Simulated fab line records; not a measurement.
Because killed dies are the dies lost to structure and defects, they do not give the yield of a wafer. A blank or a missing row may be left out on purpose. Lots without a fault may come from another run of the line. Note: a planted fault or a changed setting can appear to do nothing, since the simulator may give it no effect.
fab line records	flow n5-finfet
[record] lots = 6	wafers = 18	last-day = 17
route steps=1938 shown BEOL_M3@979 BEOL_M4@1111 PASSIVATION@1936
lots that met no fault: taken from a fault-free run of the same line
start-h: the number of hours between the record's first day and the start of the first shown wafer of the lot	wait-h: how many hours have passed since the lot's step before this one	" same as the row above	L1.1+2: a single row standing in for several wafers	- either no value or no given start	* or withheld: withheld	< > ~ a bound
route shown NAME@n: a module of which the file shows steps, and the number in the route of the first	usual: average and standard deviation across the fault-free wafers	same: alike in all rows	chamber/n: place in a boat	sites: per-site readings	_std_site: standard deviation of those values	_edge_site: inner sites' mean taken away from outer sites' mean	radius-mm: how far each site lies from the wafer's centre	mask NAME#n: copy n	behind: the tool/chamber that last shaped the wafer	hold: why the lot went on hold/how many hours it stayed there/how the hold came to an end	device: which transistor (n, p or np) failed to switch	end of line: the tests these same wafers got at the end of their route	step lacking rows: just its recipe	killed: not the wafer's yield, but the dies lost to structure and defects at the first sort	map: a wafer's dies, marking killed ones x, the rest . and places with no die _
set.NAME: the setting the step ran with; set.NAME@STEP: the setting that earlier step ran with	model.NAME: the simulator's own value behind a step, which no gauge read
certain route steps with their lots: each step a table, each wafer a row
services: the hour from which a tool's chamber was out of use, counted from the record's first day as start-h (under 0 if before that day), plus the number of hours and why
[[steps]]
[step N5_BEOL_M3_STRIP_36]
[recipe] chemistry = N2/H2	power-w = 450	temp-c = 40	pressure-mtorr = 20	rf-frequency-hz = 6e+07	overash-fraction = 0.3	bias-power-w = 7	h2-frac = 0.5	n2-flow-sccm = 200	h2-flow-sccm = 200
[usual] bias-power-w = 6.997/0.023	drypump-motor-current-A = 5.7/0.5	oes-product-au = 0.77/0.076	power-w = 450.3/1.4	rf-vpp-V = 59.0/1.4	showerhead-plenum-p-Torr = 2.55/0.11	throttle-valve-pct = 23.70/0.27
lot.wafer	tool	chamber	start-h	wait-h	bias-power-w	drypump-motor-current-A	oes-product-au	power-w	rf-hours-counter-h	rf-vpp-V	showerhead-plenum-p-Torr	throttle-valve-pct
L665.1	rie-diel-01	3	172.79	0.0	6.964	6.0	0.70	449.5	227	62.2	2.51	23.74
L665.2	"	0	"	"	7.019	6.2	0.72	451.2	191	60.9	2.40	23.93
L665.4	"	1	"	"	6.995	6.4	0.76	446.8	158	59.0	2.54	23.83
L669.2	rie-diel-06	1	191.89	0.0	6.999	5.5	0.77	452.6	131	60.4	2.36	23.76
L669.4	"	3	"	"	7.004	6.2	0.71	450.2	235	59.7	2.49	23.73
L669.5	"	1	"	"	6.942	5.6	0.77	451.8	-	56.4	2.36	23.77
L672.3	rie-diel-06	0	215.78	0.0	6.982	5.6	0.73	449.8	203	57.6	2.61	23.80
L672.5	"	2	"	"	7.052	4.8	0.90	452.5	-	61.1	2.70	23.37
L672.6	"	1	"	"	7.003	5.5	0.77	452.1	-	57.2	2.36	23.79
L678.3	rie-diel-01	3	247.91	0.0	6.984	5.9	0.67	450.2	247	58.8	2.50	23.79
L678.4	"	3	"	"	6.998	5.9	0.69	450.4	-	58.3	2.50	23.79
L678.5	"	1	"	"	6.967	6.4	0.74	449.2	-	57.6	2.53	23.86
L679.2	rie-diel-06	1	247.91	0.0	6.945	5.5	0.75	448.6	148	58.0	2.36	23.78
L679.4	"	1	"	"	6.951	5.5	0.76	449.8	-	59.1	2.36	23.78
L679.6	"	0	"	"	7.008	5.6	0.72	448.3	-	58.8	2.61	23.78
L683.3	rie-diel-06	3	286.45	0.0	6.978	6.2	0.93	449.9	10	59.3	2.48	23.40
L683.5	"	2	"	"	6.962	4.8	0.85	448.3	-	57.4	2.69	23.39
L683.6	"	3	"	"	6.986	6.2	0.92	448.3	-	58.4	2.48	23.43
[step N5_BEOL_M3_TRENCH_ETCH_37]
[recipe] chemistry = C4F6/O2	target-depth-a = 555.55	target = SiOC	time-s = 29.2	ion-energy-ev = 250	pressure-mtorr = 30	source-w = 355	bias-w = 185	Ar_flow_sccm = 300	C4F6_flow_sccm = 10	O2_flow_sccm = 10
[usual] drypump-motor-current-A = 5.7/0.5	mfc-ar-sccm = 299.9/0.96	oes-product-au = 0.77/0.078	rf-vpp-V = 667/8.6	showerhead-plenum-p-Torr = 2.86/0.12	throttle-valve-pct = 20.90/0.2
lot.wafer	tool	chamber	start-h	wait-h	drypump-motor-current-A	mfc-ar-sccm	oes-product-au	rf-hours-counter-h	rf-vpp-V	showerhead-plenum-p-Torr	throttle-valve-pct
L665.1	rie-diel-01	3	-	-	5.9	298.5	0.69	227	683	2.83	20.86
L665.2	"	0	"	"	6.2	300.2	0.70	191	663	2.71	21.18
L665.4	"	1	"	"	6.4	300.0	0.77	158	669	2.83	20.92
L669.2	rie-diel-06	1	-	-	5.5	300.3	0.78	131	673	2.63	20.65
L669.4	"	3	"	"	6.2	300.1	0.72	235	661	2.80	20.98
L669.5	"	1	"	"	5.6	300.6	0.77	-	673	2.63	20.65
L672.3	rie-diel-06	0	-	-	5.6	298.1	0.72	203	661	2.93	21.05
L672.5	"	2	"	"	4.8	298.2	0.92	-	664	3.01	20.69
L672.6	"	1	"	"	5.6	299.4	0.76	-	672	2.63	20.66
L678.3	rie-diel-01	3	-	-	6.0	299.8	0.67	247	682	2.82	20.90
L678.4	"	3	"	"	6.0	297.8	0.67	-	681	2.82	20.90
L678.5	"	1	"	"	6.4	298.6	0.74	-	670	2.82	20.96
L679.2	rie-diel-06	1	-	-	5.6	299.2	0.76	148	673	2.62	20.68
L679.4	"	1	"	"	5.6	300.4	0.77	-	673	2.62	20.67
L679.6	"	0	"	"	5.6	297.1	0.72	-	659	2.92	21.06
L683.3	rie-diel-06	3	-	-	6.2	300.8	0.94	10	661	2.79	20.62
L683.5	"	2	"	"	4.8	300.1	0.87	-	663	3.00	20.71
L683.6	"	3	"	"	6.2	300.7	0.93	-	660	2.79	20.62
[step N5_BEOL_M3_ETCH_41]
[recipe] chemistry = CH3F/O2	target = SiCN	target-depth-a = 299	taper-deg = 2	time-s = 52.5	ion-energy-ev = 120	mask-material = TiN	pressure-mtorr = 30	source-w = 395	bias-w = 75	Ar_flow_sccm = 150	CH3F_flow_sccm = 30	O2_flow_sccm = 20
[step N5_BEOL_M3_STRIP_97]
[recipe] chemistry = N2/H2	time-s = 10	power-w = 450	temp-c = 40	pressure-mtorr = 20	rf-frequency-hz = 6e+07	bias-power-w = 7	n2-flow-sccm = 200	h2-flow-sccm = 200
[usual] bias-power-w = 6.999/0.02	drypump-motor-current-A = 5.7/0.5	oes-product-au = 0.77/0.076	rf-vpp-V = 59.2/0.92	showerhead-plenum-p-Torr = 2.55/0.11	throttle-valve-pct = 23.70/0.28
lot.wafer	tool	chamber	start-h	wait-h	bias-power-w	drypump-motor-current-A	oes-product-au	rf-hours-counter-h	rf-vpp-V	showerhead-plenum-p-Torr	throttle-valve-pct
L665.1	rie-diel-01	3	-	-	7.042	6.0	0.69	227	60.1	2.51	23.73
L665.2	"	0	"	"	6.996	6.3	0.71	191	57.9	2.40	23.94
L665.4	"	1	"	"	7.001	6.4	0.76	158	60.0	2.54	23.84
L669.2	rie-diel-06	1	-	-	7.005	5.6	0.77	131	58.0	2.36	23.78
L669.4	"	3	"	"	6.979	6.2	0.71	235	59.5	2.49	23.74
L669.5	"	1	"	"	7.007	5.6	0.77	-	57.2	2.36	23.79
L672.3	rie-diel-06	0	-	-	6.988	5.6	0.73	203	60.0	2.61	23.80
L672.5	"	2	"	"	6.999	4.8	0.91	-	59.8	2.70	23.38
L672.6	"	1	"	"	6.985	5.5	0.77	-	58.8	2.36	23.78
L678.3	rie-diel-01	3	-	-	7.015	6.0	0.68	247	59.4	2.50	23.78
L678.4	"	3	"	"	7.014	5.9	0.68	-	58.1	2.50	23.79
L678.5	"	1	"	"	7.050	6.4	0.74	-	59.7	2.53	23.86
L679.2	rie-diel-06	1	-	-	7.004	5.6	0.76	148	60.4	2.36	23.80
L679.4	"	1	"	"	7.020	5.6	0.75	-	59.7	2.36	23.81
L679.6	"	0	"	"	7.027	5.6	0.71	-	59.5	2.61	23.80
L683.3	rie-diel-06	3	-	-	6.998	6.2	0.93	10	60.0	2.48	23.39
L683.5	"	2	"	"	6.982	4.8	0.87	-	59.3	2.69	23.42
L683.6	"	3	"	"	7.009	6.2	0.93	-	58.4	2.48	23.39
[step N5_BEOL_M3_OCD_MEAS_38]
[usual] trench-depth-nm = 55.2/0.87
lot.wafer	tool	chamber	start-h	wait-h	trench-depth-nm
L665.1	ocd-01	-	172.98	-	53.9
L665.2	"	-	"	"	54.3
L665.4	"	-	"	"	55.8
L669.2	ocd-02	-	192.09	-	56.9
L669.4	"	-	"	"	55.7
L669.5	"	-	"	"	56.1
L672.3	ocd-01	-	215.98	-	53.9
L672.5	"	-	"	"	56.7
L672.6	"	-	"	"	55.8
L678.3	ocd-02	-	248.10	-	54.5
L678.4	"	-	"	"	54.0
L678.5	"	-	"	"	55.4
L679.2	ocd-01	-	248.11	-	56.0
L679.4	"	-	"	"	56.4
L679.6	"	-	"	"	54.7
L683.3	ocd-01	-	286.64	-	55.5
L683.5	"	-	"	"	55.8
L683.6	"	-	"	"	55.7
[step N5_BEOL_M3_HM_STRIP_39]
[recipe] chemistry = peroxide-tin-strip	material = TiN	target-depth-a = 250	temp-c = 50	time-s = 158
[step N5_BEOL_M3_SRD_40]
[recipe] time-s = 30	temp-c = 23	rinse-liquid = diw	dry = ipa-marangoni
[step N5_BEOL_M3_PRECLEAN_42]
[recipe] chemistry = residue-remover	time-s = 60	temp-c = 40
[step N5_BEOL_M3_SRD_43]
[recipe] time-s = 30	temp-c = 23	rinse-liquid = diw	dry = ipa-marangoni
[step N5_BEOL_M3_CD_MEAS_35]
[recipe] target-cd-nm = 18	target-cd-y-nm = 21	polarity = opening
[usual] cd-nm = 18.06/0.3
lot.wafer	tool	chamber	start-h	wait-h	cd-nm
L665.1	cd-sem-02	-	173.15	0.0	18.04
L665.2	"	-	"	"	17.83
L665.4	"	-	"	"	18.51
L669.2	cd-sem-03	-	192.24	0.0	17.89
L669.4	"	-	"	"	17.80
L669.5	"	-	"	"	17.81
L672.3	cd-sem-03	-	216.13	0.0	17.78
L672.5	"	-	"	"	17.65
L672.6	"	-	"	"	17.63
L678.3	cd-sem-01	-	248.25	0.0	17.73
L678.4	"	-	"	"	18.31
L678.5	"	-	"	"	17.96
L679.2	cd-sem-02	-	248.26	0.0	18.01
L679.4	"	-	"	"	18.44
L679.6	"	-	"	"	17.95
L683.3	cd-sem-02	-	286.80	0.0	17.79
L683.5	"	-	"	"	17.67
L683.6	"	-	"	"	18.27
[step N5_BEOL_M3_DEGAS_44]
[recipe] ambient = vacuum	temp-c = 250	time-s = 60
[usual] heater-power-w = 336/40
lot.wafer	tool	chamber	start-h	wait-h	heater-power-w
L665.1	pvd-sputter-03	-	173.52	0.4	347
L665.2	"	-	"	"	373
L665.4	"	-	"	"	367
L669.2	pvd-sputter-02	-	193.54	1.3	321
L669.4	"	-	"	"	364
L669.5	"	-	"	"	316
L672.3	pvd-sputter-02	-	216.17	0.0	308
L672.5	"	-	"	"	259
L672.6	"	-	"	"	317
L678.3	pvd-sputter-02	-	248.73	0.5	365
L678.4	"	-	"	"	325
L678.5	"	-	"	"	253
L679.2	pvd-sputter-03	-	248.80	0.5	341
L679.4	"	-	"	"	359
L679.6	"	-	"	"	355
L683.3	pvd-sputter-01	-	287.33	0.5	283
L683.5	"	-	"	"	369
L683.6	"	-	"	"	358
[step N5_BEOL_M3_PRE_CLEAN_45]
[recipe] gas = H2/He	time-s = 30	temp-c = 250
[usual] heater-power-w = 335/40
lot.wafer	tool	chamber	start-h	wait-h	heater-power-w
L665.1	pvd-sputter-03	-	173.56	0.0	347
L665.2	"	-	"	"	367
L665.4	"	-	"	"	359
L669.2	pvd-sputter-02	-	193.58	0.0	321
L669.4	"	-	"	"	360
L669.5	"	-	"	"	309
L672.3	pvd-sputter-02	-	216.21	0.0	314
L672.5	"	-	"	"	256
L672.6	"	-	"	"	322
L678.3	pvd-sputter-02	-	248.77	0.0	368
L678.4	"	-	"	"	327
L678.5	"	-	"	"	261
L679.2	pvd-sputter-03	-	248.84	0.0	343
L679.4	"	-	"	"	352
L679.6	"	-	"	"	350
L683.3	pvd-sputter-01	-	287.37	0.0	278
L683.5	"	-	"	"	370
L683.6	"	-	"	"	349
[step N5_BEOL_M3_ALD_84]
[recipe] material = TaN	target-thk-a = *	temp-c = 275	ald-precursor-family = PDMAT	ald-co-reactant = NH3	pressure-torr = 3	carrier-flow-sccm = 1500	pulse-time-s = 2	purge-time-s = 3	co-reactant-purge-time-s = 2	co-reactant-pulse-time-s = 3	ald-cycles = 30	precursor-vessel-temp-c = 75	precursor-vessel-pressure-torr = 26.25	precursor-vessel-carrier-sccm = 1000
[usual] ald-cycles = 30/0	heater-power-w = 406/56	precursor-vessel-carrier-sccm = 999.7/2.6
lot.wafer	tool	chamber	start-h	wait-h	ald-cycles	heater-power-w	precursor-vessel-carrier-sccm
L665.1	ald-metal-01	1	173.62	0.0	30	365	998.0
L665.2	"	2	"	"	30	422	999.8
L665.4	"	0	"	"	30	415	997.8
L669.2	ald-metal-01	0	193.64	0.0	30	432	1002.4
L669.4	"	3	"	"	30	383	999.0
L669.5	"	1	"	"	30	356	997.3
L672.3	ald-metal-04	2	216.29	0.1	30	371	997.2
L672.5	"	0	"	"	30	383	1000.9
L672.6	"	3	"	"	30	344	1000.9
L678.3	ald-metal-04	3	248.83	0.0	30	352	998.6
L678.4	"	2	"	"	30	369	1002.3
L678.5	"	2	"	"	32	364	1001.1
L679.2	ald-metal-03	0	248.90	0.0	30	364	998.2
L679.4	"	1	"	"	30	392	1000.7
L679.6	"	2	"	"	30	440	999.3
L683.3	ald-metal-04	3	287.43	0.0	30	347	1000.1
L683.5	"	2	"	"	32	377	997.6
L683.6	"	3	"	"	30	351	998.4
[step N5_BEOL_M3_SURFACE_TREAT_85]
[recipe] gas = Ar	time-s = *	ion-energy-ev = *	ion-current-ma-cm2 = 0.5	pressure-mtorr = *	ar-flow-sccm = 30
[step N5_BEOL_M4_RC_MEAS_101]
[usual] DIBL_N = 35.9/1.8	DIBL_P = 36.2/2	IOFF_N = 0.16/0.031	IOFF_P = 0.22/0.041	ION_N = 676/11	ION_P = 465/8.5	SS_N = 71.4/0.64	SS_P = 73.2/0.7	VT_N = 250/3.5	VT_P = -250/3.9
lot.wafer	tool	chamber	start-h	wait-h	DIBL_N[mV/V]	DIBL_P[mV/V]	IOFF_N[nA/um]	IOFF_P[nA/um]	ION_N[uA/um]	ION_P[uA/um]	SS_N[mV/dec]	SS_P[mV/dec]	VT_N[mV]	VT_P[mV]
L665.1	prober-02	0	188.71	0.0	34.4	35.2	0.13	0.18	674	464	71.2	72.7	254	-251
L665.2	"	0	"	"	30.5	31.1	0.08	0.13	646	454	70.4	71.8	260	-251
L665.4	"	0	"	"	35.5	37.5	0.16	0.21	665	466	71.9	74.1	251	-247
L669.2	prober-01	0	214.34	0.2	37.5	37.5	0.19	0.27	690	478	71.6	73.6	245	-244
L669.4	"	0	"	"	33.2	31.4	0.11	0.17	669	459	70.7	71.9	254	-250
L669.5	"	0	"	"	36.7	36.6	0.17	0.24	687	477	72.1	73.1	250	-248
L672.3	prober-01	0	238.61	0.3	38.1	39.1	0.19	0.25	696	480	72.8	73.9	247	-248
L672.5	"	0	"	"	37.9	38.7	0.17	0.24	683	469	71.5	73.7	247	-252
L672.6	"	0	"	"	37.4	37.7	0.16	0.22	686	466	72.1	73.1	248	-247
L678.3	prober-01	0	266.87	0.3	35.1	33.6	0.14	0.18	674	462	70.8	73.1	248	-253
L678.4	"	0	"	"	39.2	38.3	0.22	0.27	686	463	72.9	74.2	245	-247
L678.5	"	0	"	"	35.3	33.9	0.14	0.19	664	452	71.1	72.4	249	-250
L679.2	prober-01	0	270.01	0.2	36.4	36.7	0.18	0.20	678	456	71.6	73.3	245	-249
L679.4	"	0	"	"	38.6	39.7	0.24	0.25	682	462	72.3	74.4	242	-249
L679.6	"	0	"	"	35.2	35.2	0.16	0.18	674	457	71.1	73.5	247	-254
L683.3	prober-01	0	303.57	0.3	37.8	37.4	0.22	0.26	692	476	72.9	74.4	243	-246
L683.5	"	0	"	"	36.3	35.7	0.18	0.24	684	465	71.9	73.1	248	-249
L683.6	"	0	"	"	34.6	33.0	0.15	0.19	670	459	71.1	72.4	250	-251
[step N5_PASSIVATION_PROBE_49]
[usual] defect-limited-yield = 91.3/1.3	killed_at_M0_to_M3 = 35/9.3	killed_at_M4_up = 14/5.2	killed-at-contacts = 12/5.9	killed-at-front-end = 38/11	killed-at-other = 4/3.7	killed-dies = 103/15	killed-open = 67/12	killed-short = 34/8	sort_bin_5_function = 5.1/0.88	sort_bin_6_memory = 3.3/0.65	sort_bin_8_speed = 0.00/0.03	sort-n-pass = 1077/15	sort-yield-pct = 91.3/1.3
[same] gross-dies = 1180	killed-at-back-side = 0	sort_bin_4_leakage[%] = 0
lot.wafer	tool	chamber	start-h	wait-h	defect-limited-yield[%]	killed_at_M0_to_M3	killed_at_M4_up	killed-at-contacts	killed-at-front-end	killed-at-other	killed-dies	killed-open	killed-short	sort_bin_5_function[%]	sort_bin_6_memory[%]	sort_bin_8_speed[%]	sort-n-pass	sort-yield-pct[%]
L665.1	prober-02	-	302.61	0.0	90.4	45	14	23	31	0	113	76	37	5.3	3.8	0	1067	90.4
L665.2	prober-02	-	302.66	0.1	90.7	38	12	11	49	0	110	67	41	5.6	3.4	0.34	1066	90.3
L665.4	prober-02	-	302.76	0.2	91.4	29	23	6	44	0	102	67	32	4.9	3.4	0	1078	91.4
L669.2	prober-02	-	328.54	0.1	93.0	36	9	4	32	2	83	52	31	4.6	2.3	0	1097	93.0
L669.4	prober-02	-	328.64	0.2	90.8	37	23	25	24	0	109	78	30	5.2	3.8	0	1071	90.8
L669.5	prober-02	-	328.69	0.2	92.9	26	16	13	28	1	84	57	27	4.5	2.5	0	1096	92.9
L672.3	prober-02	-	348.20	0.1	89.3	20	11	24	54	17	126	71	50	5.8	4.3	0	1054	89.3
L672.5	prober-02	-	348.30	0.2	92.7	18	15	11	33	9	86	61	20	3.5	3.1	0	1094	92.7
L672.6	prober-02	-	348.35	0.3	90.7	25	8	20	45	12	110	65	44	4.6	4.7	0	1070	90.7
L678.3	prober-02	-	382.68	0.1	93.6	30	7	7	29	3	76	45	28	3.6	2.5	0	1104	93.6
L678.4	prober-02	-	382.73	0.2	89.7	44	23	19	33	3	122	89	31	6.2	4.2	0	1058	89.7
L678.5	prober-02	-	382.78	0.2	88.8	47	9	14	59	3	132	79	51	6.9	3.6	0	1048	88.8
L679.2	prober-01	-	384.59	0.1	92.1	38	15	10	27	3	93	61	32	4.4	3.1	0	1087	92.1
L679.4	prober-01	-	384.69	0.2	91.0	33	16	18	38	1	106	77	29	4.6	4.0	0	1074	91.0
L679.6	prober-01	-	384.79	0.3	90.8	31	5	17	50	5	108	64	44	4.9	3.6	0	1072	90.8
L683.3	prober-02	-	414.57	0.1	92.6	20	12	16	39	0	87	63	24	3.7	3.5	0	1093	92.6
L683.5	prober-02	-	414.67	0.2	93.1	27	14	10	28	2	81	53	26	4.1	2.1	0	1099	93.1
L683.6	prober-02	-	414.72	0.3	91.2	29	11	14	50	0	104	73	31	4.7	4.0	0	1076	91.2
// killed by level:class
L665.1 MOL_CONTACT_COAG:geometric-particle:open=21 FIN_SAQP:geometric-particle:short=9 BEOL_M1:geometric-particle:open=8 BEOL_M2:geometric-particle:open=8 BEOL_M3:geometric-particle:open=8 FIN_SAQP:geometric-particle:open=7 DUMMY_GATE:geometric-particle:open=7 BEOL_M0_SAQP:geometric-particle:short=7
L665.2 BEOL_M3:geometric-particle:open=9 FIN_SAQP:geometric-particle:short=8 DUMMY_GATE:geometric-particle:open=8 MOL_CONTACT_COAG:geometric-particle:open=8 STI_FIN_REVEAL:geometric-particle:open=7 FIN_SAQP:geometric-particle:open=6 GATE_CUT:geometric-particle:short=6 BEOL_M0_SAQP:geometric-particle:short=6
L665.4 BEOL_M4:geometric-particle:open=12 FIN_SAQP:geometric-particle:short=9 BEOL_M2:geometric-particle:open=9 FIN_SAQP:geometric-particle:open=8 BEOL_M1:geometric-particle:open=6 GATE_CUT:geometric-particle:open=5 MOL_CONTACT_COAG:geometric-particle:open=5 BEOL_M3:geometric-particle:open=5
L669.2 STI_FIN_REVEAL:geometric-particle:open=8 BEOL_M0:geometric-particle:open=7 BEOL_M0_SAQP:geometric-particle:open=6 BEOL_M1:geometric-particle:open=6 STARTING-WAFER:geometric-particle:short=5 BEOL_M0_SAQP:geometric-particle:short=5 BEOL_M0:geometric-particle:short=5 MOL_CONTACT_COAG:geometric-particle:open=4
L669.4 MOL_CONTACT_COAG:geometric-particle:open=20 BEOL_M4:geometric-particle:open=18 BEOL_M0_SAQP:geometric-particle:open=9 BEOL_M1:geometric-particle:open=8 STI_FIN_REVEAL:geometric-particle:open=7 BEOL_M0_SAQP:geometric-particle:short=6 MOL_CONTACT_COAG:geometric-particle:short=5 BEOL_M3:geometric-particle:open=5
L669.5 BEOL_M4:geometric-particle:open=9 STI_FIN_REVEAL:geometric-particle:open=8 MOL_CONTACT_COAG:geometric-particle:open=8 FIN_SAQP:geometric-particle:open=6 BEOL_M0:geometric-particle:short=6 BEOL_M3:geometric-particle:open=6 MOL_CONTACT_COAG:geometric-particle:short=5 BEOL_M1:geometric-particle:open=5
L672.3 MOL_CONTACT_COAG:geometric-particle:open=19 FIN_SAQP:geometric-particle:short=14 STI_FIN_REVEAL:geometric-particle:open=10 BEOL_M0_SAQP:geometric-particle:short=10 FIN_SAQP:geometric-particle:open=8 MIM_TOP_ETCH:geometric-particle:open=7 STARTING-WAFER:geometric-particle:short=7 GATE_CUT:geometric-particle:short=5
L672.5 STI_FIN_REVEAL:geometric-particle:open=13 MOL_CONTACT_COAG:geometric-particle:open=10 BEOL_M3:geometric-particle:open=6 BEOL_M4:geometric-particle:open=6 BEOL_M5:geometric-particle:open=5 BEOL_M2:geometric-particle:open=4 BEOL_M0_SAQP:geometric-particle:short=4 FIN_SAQP:geometric-particle:short=3
L672.6 MOL_CONTACT_COAG:geometric-particle:open=16 FIN_SAQP:geometric-particle:short=10 FIN_SAQP:geometric-particle:open=8 STI_FIN_REVEAL:geometric-particle:open=8 BEOL_M3:geometric-particle:open=7 BEOL_M0_SAQP:geometric-particle:short=6 MIM_TOP_ETCH:geometric-particle:short=6 GATE_CUT:geometric-particle:short=5
L678.3 STI_FIN_REVEAL:geometric-particle:open=10 BEOL_M0_SAQP:geometric-particle:short=9 BEOL_M0_SAQP:geometric-particle:open=8 MOL_CONTACT_COAG:geometric-particle:open=5 BEOL_M0:geometric-particle:short=5 FIN_SAQP:geometric-particle:short=4 BEOL_M2:geometric-particle:open=4 FIN_SAQP:geometric-particle:open=3
L678.4 MOL_CONTACT_COAG:geometric-particle:open=18 BEOL_M0_SAQP:geometric-particle:open=15 BEOL_M0_SAQP:geometric-particle:short=10 STI_FIN_REVEAL:geometric-particle:open=8 BEOL_M1:geometric-particle:open=8 BEOL_M4:geometric-particle:open=8 BEOL_M5:geometric-particle:open=7 FIN_SAQP:geometric-particle:open=5
L678.5 STI_FIN_REVEAL:geometric-particle:open=16 BEOL_M0_SAQP:geometric-particle:short=16 FIN_SAQP:geometric-particle:open=12 MOL_CONTACT_COAG:geometric-particle:open=12 BEOL_M3:geometric-particle:open=12 FIN_SAQP:geometric-particle:short=8 BEOL_M0_SAQP:geometric-particle:open=6 BEOL_M5:geometric-particle:open=6
L679.2 BEOL_M1:geometric-particle:open=10 BEOL_M0_SAQP:geometric-particle:short=8 MOL_CONTACT_COAG:geometric-particle:open=7 BEOL_M2:geometric-particle:open=5 BEOL_M4:geometric-particle:open=5 STARTING-WAFER:geometric-particle:open=5 FIN_SAQP:geometric-particle:short=4 FIN_SAQP:geometric-particle:open=4
L679.4 MOL_CONTACT_COAG:geometric-particle:open=14 STI_FIN_REVEAL:geometric-particle:open=10 BEOL_M7:geometric-particle:open=7 BEOL_M1:geometric-particle:open=6 STARTING-WAFER:geometric-particle:open=6 FIN_SAQP:geometric-particle:short=5 BEOL_M0_SAQP:geometric-particle:open=5 BEOL_M0_SAQP:geometric-particle:short=5
L679.6 FIN_SAQP:geometric-particle:open=15 FIN_SAQP:geometric-particle:short=15 MOL_CONTACT_COAG:geometric-particle:open=13 BEOL_M0_SAQP:geometric-particle:short=8 BEOL_M1:geometric-particle:open=8 BEOL_M0_SAQP:geometric-particle:open=6 GATE_CUT:geometric-particle:short=5 DUMMY_GATE:geometric-particle:open=4
L683.3 FIN_SAQP:geometric-particle:short=11 MOL_CONTACT_COAG:geometric-particle:open=11 BEOL_M2:geometric-particle:open=8 STI_FIN_REVEAL:geometric-particle:open=6 FIN_SAQP:geometric-particle:open=5 DUMMY_GATE:geometric-particle:open=5 MOL_CONTACT_COAG:geometric-particle:short=5 BEOL_M3:geometric-particle:open=5
L683.5 STI_FIN_REVEAL:geometric-particle:open=9 BEOL_M0_SAQP:geometric-particle:open=8 MOL_CONTACT_COAG:geometric-particle:open=7 BEOL_M0_SAQP:geometric-particle:short=7 FIN_SAQP:geometric-particle:open=4 GATE_CUT:geometric-particle:short=4 BEOL_M2:geometric-particle:open=4 FIN_SAQP:geometric-particle:short=3
L683.6 MOL_CONTACT_COAG:geometric-particle:open=12 STI_FIN_REVEAL:geometric-particle:open=11 BEOL_M0_SAQP:geometric-particle:short=10 FIN_SAQP:geometric-particle:open=9 DUMMY_GATE:geometric-particle:open=7 FIN_SAQP:geometric-particle:short=6 BEOL_M0_SAQP:geometric-particle:open=6 BEOL_M3:geometric-particle:open=6
[[services]]
tool	chamber	start-h	hours	kind
ald-metal-03	3	149.19	3.7	repair
rie-diel-06	-	151.78	0.2	repair
rie-diel-06	3	242.81	-	clean
rie-diel-06	3	242.81	-	consumable-replace:focus-ring
rie-diel-06	3	242.81	17.0	scheduled-down
rie-diel-06	3	242.81	17.0	vent-cycle
rie-diel-01	2	244.51	16.5	repair
ald-metal-03	0	251.90	14.5	repair
pvd-sputter-03	-	254.06	7.5	repair
ald-metal-04	0	254.51	5.5	repair
rie-diel-01	3	261.45	-	clean
rie-diel-01	3	261.45	-	consumable-replace:focus-ring
rie-diel-01	3	261.45	23.1	scheduled-down
rie-diel-01	3	261.45	23.1	vent-cycle
rie-diel-06	0	287.07	4.0	repair
[[key]]
[first-sign] step = N5_BEOL_M3_ALD_84	reading = ald-cycles	direction = up	sigmas = 99+	usual = *	struck = *
effect none on later readings
met-at N5_BEOL_M3_ALD_84
struck-wafers L678.5,L683.5
onset-between 216.29 248.83
[fault] kind = process-parameter-drift	tool = ald-metal-04	chamber = -	onset-h = 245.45	steps = N5_BEOL_M3_ALD_84	channel = ald-cycles	offset = *	shape = step	end-h = 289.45	scope = struck-wafers-only	acts-in = *	stated = *
